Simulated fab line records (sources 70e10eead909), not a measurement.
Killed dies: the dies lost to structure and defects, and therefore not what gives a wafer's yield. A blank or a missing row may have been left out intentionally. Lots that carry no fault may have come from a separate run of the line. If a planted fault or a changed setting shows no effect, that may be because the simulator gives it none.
Matching of chambers | flow nand_harc | NHARC_A_CONTACT_DEP_24 on pecvd-01 has 3 sister chambers
The step deposits SiO2, target thk 500 nm. 3 wafers are shown with their chamber, then 7 later ones without.

## WAFERS PAIRED WITH THEIR CHAMBERS
wafer  | chamber | heater_power_w (W)
L832.6 | 2       | 576
L830.1 | 0       | 497
L830.2 | 1       | 440

## WAFERS WITH NO CHAMBER GIVEN
wafer  | heater_power_w (W)
L830.5 | 517
L842.1 | 503
L842.3 | 594
L842.4 | 428
L847.2 | 517
L847.3 | 572
L847.4 | 566

## EACH ONE'S CHAMBER
wafer  | from the rows above | in truth
L830.5 | 0                   | 0
L842.1 | 0                   | 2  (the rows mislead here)
L842.3 | 2                   | 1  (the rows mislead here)
L842.4 | 1                   | 1
L847.2 | 0                   | 0
L847.3 | 2                   | 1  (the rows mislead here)
L847.4 | 2                   | 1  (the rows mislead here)
Correctly placed: 3 of 7. Not placeable from these rows: 0. Wrongly placed: 4.
How it was worked out, from the rows above alone: a wafer's distance from a chamber is the root of the sum, over the readings, of the square of ((its reading less the chamber's mean) divided by the reading's scatter). If the next closest chamber is less than 2 further off than the closest, the wafer can't be placed; otherwise it belongs to the closest. Each chamber's mean is taken over the wafers shown for it. The scatter: with one shown wafer a chamber, the root of the mean of the squares of how far each hidden wafer lies from its nearest shown one.
